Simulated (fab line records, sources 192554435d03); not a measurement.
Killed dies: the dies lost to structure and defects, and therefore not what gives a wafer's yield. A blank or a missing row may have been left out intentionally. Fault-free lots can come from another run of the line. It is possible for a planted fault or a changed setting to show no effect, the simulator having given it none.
Struck lot and sound lot, side by side :: flow n5_finfet :: 38 out of 1938 route steps
Sound: the wafers L398.3, L398.4, L398.6. Wafers L389.2, L389.3, L389.4 were the ones struck. The cause comes at the end.
Per side, at each step with rows, come the tool, then ch with its chambers, and then its first start. Under that, the readings that differ: sound wafers :: struck wafers :: difference of the means :: sigmas: that difference in standard deviations of wafers without a fault.
alike: same words and numbers on both sides, and readings whose means sit less than 2 such deviations apart. not compared: any withheld reading, any reading some wafer has no value for, any bound like >300 that may hide the same value, and any number with overlapping values for which the record gives no deviation.
A row with sigmas, a row that says differs or no value, or rows on one side alone: a step with any of these is where the two part. Numbers that have no deviation but don't overlap get no sigmas and don't part them. A reading that every wafer of one side lacks parts them only if that side has two wafers or more.

first, 12 steps without rows for these wafers: N5_BEOL_M4_ANNEAL_95 (time 240 s); N5_BEOL_M4_SPUTTER_96 (material Cu, target thk 4.5 nm, time 8.29 s); N5_BEOL_M4_ECD_50 (material Cu, target thk 300 nm); N5_BEOL_M4_ANNEAL_51 (time 90 s); N5_BEOL_M4_CMP_52 (polishes, stops on SiOC, t overpolish 6.8 s, target thk 40 nm); N5_BEOL_M4_PRE_CLEAN_60 (time 15 s); N5_BEOL_M4_CO_CAP_55 (material Co, precursor CCTBA/H2, target thk 2 nm, time 102.1 s); N5_BEOL_M4_PRE_CLEAN_56 (time 15 s); N5_BEOL_M4_DEP_57 (deposits SiCN from 3MS/NH3, target thk 8 nm, time 14 s); N5_BEOL_M5_ILD_DEP_00 (deposits SiCOH lowk from DEMS/porogen, target thk 140.64 nm, time 25.9 s); N5_BEOL_M5_CURE_79 (cures SiCOH lowk, time 240 s); N5_BEOL_M5_PECVD_70 (deposits SiO2 from TEOS/O2, target thk 16 nm, time 18 s).
N5_BEOL_M5_HM_DEP_02: deposits TiN, target thk 20 nm.
  struck on pvd_sputter-03, day 10 11:34; sound on pvd_sputter-01, day 13 05:02
reading: model.TiN_of_BEOL_M5_HM_DEP_02.thk_nm (nm)
sound: 19.6 20 19.8
struck: 33.4 33.4 33.6
difference: +13.7
sigmas: 
  alike: throttle_valve_pct
then, 16 steps without rows for these wafers: N5_BEOL_M5_COAT_59 (time 60 s, resist thk 60 nm); N5_BEOL_M5_COAT_60 (time 60 s, resist thk 12 nm); N5_BEOL_M5_COAT_71 (time 60 s, resist thk 5 nm); N5_BEOL_M5_COAT_05 (resist thk 30 nm); N5_BEOL_M5_EBR_07; N5_BEOL_M5_SOFTBAKE_06 (time 60 s); N5_BEOL_M5_EXPOSE_08 (exposes mask M5, target cd 28 nm); N5_BEOL_M5_PEB_09 (peb time 60 s); N5_BEOL_M5_DEVELOP_10 (develop time 30 s); N5_BEOL_M5_DESCUM_16 (chemistry O2, time 7 s); N5_BEOL_M5_ETCH_72 (etches underlayer in N2/H2, target depth 6.5 nm, time 5.2 s); N5_BEOL_M5_ETCH_61 (etches SiARC in CF4, target depth 15.6 nm, time 26 s); N5_BEOL_M5_ETCH_62 (etches SOC in N2/H2, target depth 75 nm, overetch 15 nm, time 112.5 s); N5_BEOL_M5_STRIP_63 (strips in N2/H2); N5_BEOL_M5_STRIP_73 (strips in N2/H2); N5_BEOL_M5_STRIP_64 (strips in CF4).
N5_BEOL_M5_HM_OPEN_17: chemistry Cl2/BCl3, target TiN, target depth 20 nm, overetch 6 nm.
  sound on rie_metal-03 ch 0,1, day 13 06:21; struck on rie_metal-03 ch 0,1, day 10 12:20
reading: model.etch.depth_nm (nm)
sound: 19.51 19.98 19.71
struck: 26.15 26.22 26.15
difference: +6.44
sigmas: 
  alike: bias_w, chamber_pressure_mTorr, drypump_motor_current_A, oes_ar_750_au, oes_product_au, throttle_valve_pct
  not compared: rf_hours_counter_h
then, 3 steps without rows for these wafers: N5_BEOL_M5_STRIP_19 (strips in O2); N5_BEOL_M5_COAT_65 (time 60 s, resist thk 60 nm); N5_BEOL_M5_COAT_66 (time 60 s, resist thk 12 nm).
N5_BEOL_M5_VIA_ETCH_34: etches SiCOH lowk in C4F6/O2, target depth 88.3 nm, time 39.2 s.
  sound on rie_diel-03 ch 0,3, day 13 08:18; struck on rie_diel-05 ch 0,3, day 10 13:15
reading: drypump_motor_current_A (A)
sound: 6.1 6.5 6.5
struck: 5.8 5.1 5.1
difference: -1.0
sigmas: -2

reading: oes_product_au (a.u.)
sound: 0.79 0.84 0.84
struck: 0.27 0.27 0.27
difference: -0.55
sigmas: -8
  alike: C4F6_flow_sccm, O2_flow_sccm, bias_w, chamber_pressure_mTorr, oes_ar_750_au, rf_vpp_V, showerhead_plenum_p_Torr, throttle_valve_pct
  not compared: rf_hours_counter_h
N5_BEOL_M5_TRENCH_ETCH_37: etches SiCOH lowk in C4F6/O2, target depth 71.652 nm, time 24.7 s.
  sound on rie_diel-03 ch 0,3; struck on rie_diel-05 ch 0,3
reading: drypump_motor_current_A (A)
sound: 6.1 6.5 6.5
struck: 5.8 5.1 5.1
difference: -1.0
sigmas: -2

reading: model.TiN_of_BEOL_M5_HM_DEP_02.thk_nm (nm)
sound: 17.4 17.8 17.6
struck: 31.2 31.4 31.6
difference: +13.8
sigmas: 
  alike: C4F6_flow_sccm, O2_flow_sccm, bias_w, chamber_pressure_mTorr, oes_ar_750_au, oes_product_au, rf_vpp_V, showerhead_plenum_p_Torr, throttle_valve_pct
  not compared: rf_hours_counter_h
N5_BEOL_M5_OCD_MEAS_38:
  struck on ocd-01, day 10 13:29; sound on ocd-01, day 13 08:32
reading: trench_depth_nm (nm)
sound: 72.9 71.6 71.0
struck: - - -
difference: no value on the struck wafers
sigmas: 
N5_BEOL_M5_CD_MEAS_35: target cd 28 nm, target cd y 24 nm.
  struck on cd_sem-02, day 10 13:39; sound on cd_sem-03, day 13 08:41
reading: cd_nm (nm)
sound: 28.6 28.0 28.4
struck: - - -
difference: no value on the struck wafers
sigmas: 
-- record jumps: 4 days separate the struck wafers' starts on either side; left off in module BEOL_M5, taken up again in module PASSIVATION, whose first shown step is the route's number 1936 --
N5_PASSIVATION_PROBE_49:
  struck on prober-02, day 15 00:24; sound on prober-01, day 17 12:07
reading: killed_at_M4_up
sound: 12 11 7
struck: 1087 1104 1123
difference: +1095
sigmas: +99 or more

reading: killed_dies
sound: 108 106 111
struck: 1180 1180 1180
difference: +1072
sigmas: +63

reading: killed_on_rim
sound: 15 13 14
struck: 152 152 152
difference: +138
sigmas: +35
  alike: killed_at_M0_to_M3, killed_at_contacts, killed_at_front_end, killed_at_other, killed_open, killed_short

WHERE THEY PART
First at N5_BEOL_M5_VIA_ETCH_34; last, within this record, at N5_PASSIVATION_PROBE_49.

WHY: the cause the simulator had injected
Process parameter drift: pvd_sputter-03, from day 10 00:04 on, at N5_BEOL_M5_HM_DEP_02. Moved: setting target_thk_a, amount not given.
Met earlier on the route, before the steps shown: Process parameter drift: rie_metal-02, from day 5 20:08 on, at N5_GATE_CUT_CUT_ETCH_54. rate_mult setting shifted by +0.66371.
